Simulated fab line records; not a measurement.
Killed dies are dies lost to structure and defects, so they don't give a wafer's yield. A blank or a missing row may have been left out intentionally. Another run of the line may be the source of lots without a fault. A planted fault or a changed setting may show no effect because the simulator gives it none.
Which tool did it? | flow nand harc | 12 lots, 36 wafers sampled, at 2 steps of a route of 1159

== WHAT EACH GAUGE READ, for each wafer ==
NHARC_P_M2_OVL_MEAS_10: pitch 340 nm.
lot  | measured     | on         | overlay x nm (nm)
L076 | day 6 17:47  | overlay-02 | -0.1 -0.3 -0.3
L077 | day 6 22:56  | overlay-02 | 0.3 -0.3 0.0
L079 | day 7 08:32  | overlay-02 | 0.2 -0.9 -0.2
L080 | day 7 15:49  | overlay-01 | 0.9 1.0 1.3
L082 | day 8 13:20  | overlay-02 | -1.0 -0.7 -0.4
L084 | day 8 16:42  | overlay-02 | 0.0 -0.6 -0.7
L087 | day 9 09:46  | overlay-02 | 0.1 -0.1 0.0
L089 | day 10 03:14 | overlay-01 | 0.4 0.6 1.3
L091 | day 10 16:22 | overlay-02 | 1.7 1.8 1.9
L093 | day 11 00:39 | overlay-02 | 0.4 0.4 0.4
L095 | day 11 08:58 | overlay-01 | 0.2 0.1 -0.1
L097 | day 12 08:42 | overlay-02 | 0.7 0.8 0.5

== WHAT TOOL EACH LOT RAN ON (gives the tool, then ch and the chambers of the sampled wafers, and finally the start) ==
lot  | NHARC_P_M0_PRE_CLEAN_31
L076 | pecvd-01 ch 0,2, day 6 12:17
L077 | pecvd-01 ch 0,1, day 6 17:29
L079 | pecvd-03 ch 0,1,2, day 7 02:58
L080 | pecvd-03 ch 0,1,2, day 7 09:29
L082 | pecvd-02 ch 1,2, day 8 07:43
L084 | pecvd-03 ch 0,1,2, day 8 10:48
L087 | pecvd-02 ch 1,2, day 9 04:10
L089 | pecvd-02 ch 0,2, day 9 21:39
L091 | pecvd-02 ch 0,1,2, day 10 10:43
L093 | pecvd-03 ch 1,2, day 10 18:41
L095 | pecvd-02 ch 0,1,2, day 11 03:32
L097 | pecvd-02 ch 0,2, day 12 03:06
- NHARC_P_M0_PRE_CLEAN_31: time 12 s.

== THE ANSWER, worked out from the rows above alone ==
Rule: usual is defined by the lots themselves. The widest of any qualifying gaps counts: lots, ordered by their means at a reading, are off when they make up no more than a third of the lots, leave a main group of 4 or more, and stand apart from it by 3 or more times the standard deviation of that group's means. Not used: any main group whose means are identical at the precision the tables above print for the reading. A lot without any number at a reading at which 4 lots or more have one is off too. All remaining lots with rows at the step are treated as sound.
No lot is off on any of the readings shown, so nothing can be concluded from this.

== WHAT THE SIMULATOR HAD INSERTED ==
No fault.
